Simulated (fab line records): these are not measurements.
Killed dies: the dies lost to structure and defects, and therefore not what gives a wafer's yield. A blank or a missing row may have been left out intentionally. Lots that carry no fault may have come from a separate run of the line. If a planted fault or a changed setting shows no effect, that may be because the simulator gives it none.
A lot that was struck, set against a sound lot | flow nand_harc | 15 out of 1159 route steps
Sound: wafers L181.1, L181.3, L181.4. The struck wafers were L185.2, L185.4, L185.5. The cause is given at the end.
At each step with rows: each side's tool, then ch and its chambers, then its first start. Under that, the readings that differ: sound wafers | struck wafers | difference of the means | sigmas: that difference in standard deviations of wafers without a fault.
alike: readings with means less than 2 such deviations apart, plus words and numbers identical on both sides. not compared: withheld readings, readings lacking a value on some wafer, bounds such as >300 that could conceal the same value, and numbers that have no deviation in the record and whose values overlap.
The two part at a step that has a row with sigmas, a row that says differs or no value, or rows on one side only. Numbers that don't overlap but have no deviation are shown without sigmas and don't part them. Lack of a reading on every wafer of one side parts them only where that side has two or more wafers.

first, 7 steps without rows for these wafers: NHARC_A_M0_COAT_33 (time 65 s); NHARC_A_M0_COAT_03 (resist thk 90 nm); NHARC_A_M0_SOFTBAKE_04 (time 55 s); NHARC_A_M0_EBR_05; NHARC_A_M0_EXPOSE_06 (exposes mask A M0, target cd 80 nm); NHARC_A_M0_PEB_07 (peb time 65 s); NHARC_A_M0_DEVELOP_08 (develop time 35 s).
NHARC_A_M0_CD_MEAS_09 targets a cd of 80 nm.
  sound on cd_sem-01 ch 0, day 19 11:28; struck on cd_sem-03 ch 0, day 20 14:52
  alike: cd_nm
NHARC_A_M0_OVL_MEAS_10: pitch 160 nm.
  sound on overlay-01 at day 19 11:33; struck on overlay-02 at day 20 14:58
  alike: overlay_x_nm, overlay_y_nm
NHARC_A_M0_INSPECT_11:
  sound on defect_inspect-01 at day 19 11:35; struck on defect_inspect-02 at day 20 14:59
  alike: raw_defect_count
NHARC_A_M0_DESCUM_14: chemistry O2, time 3 s.
  sound on rie_diel-04 ch 0,2,3, day 19 11:40; struck on rie_diel-12 ch 0,1,2, day 20 15:03
  alike: drypump_motor_current_A, o2_flow_sccm, oes_product_au, rf_vpp_V, showerhead_plenum_p_Torr, throttle_valve_pct
  not compared: rf_hours_counter_h
NHARC_A_M0_ETCH_34: etches the open film in N2/H2, target depth 40 nm, overetch 12 nm, time 43.94 s.
  sound on rie_diel-04 ch 0,1,3, day 19 11:44; struck on rie_diel-12 ch 0,1, day 20 15:08
  alike: bias_w, chamber_pressure_mTorr, drypump_motor_current_A, oes_product_au, rf_vpp_V, showerhead_plenum_p_Torr, throttle_valve_pct
  not compared: rf_hours_counter_h
NHARC_A_M0_ETCH_15: etches the open film in C4F8/Ar, target depth 150 nm, overetch 15 nm, time 82.5 s.
  sound on rie_diel-04 ch 0,2,3, day 19 11:50; struck on rie_diel-12 ch 0,2, day 20 15:13
  no value came back on the struck wafers for any of 5 readings (bias_w (W), chamber_pressure_mTorr (mTorr) and others); on the sound wafers bias_w (W) reads 300.0 299.1 300.8
NHARC_A_M0_CD_MEAS_16:
  sound on cd_sem-01 at day 19 11:58; struck on cd_sem-01 at day 20 15:21
  alike: cd_nm
NHARC_END_SORT_01:
  here the record holds rows for the struck wafers (prober-01 ch 0, day 22 14:19) but none for the sound ones

== WHERE THEY PART ==
At NHARC_A_M0_ETCH_15 first; at NHARC_END_SORT_01 last (within this record only).

WHY: the cause the simulator had injected
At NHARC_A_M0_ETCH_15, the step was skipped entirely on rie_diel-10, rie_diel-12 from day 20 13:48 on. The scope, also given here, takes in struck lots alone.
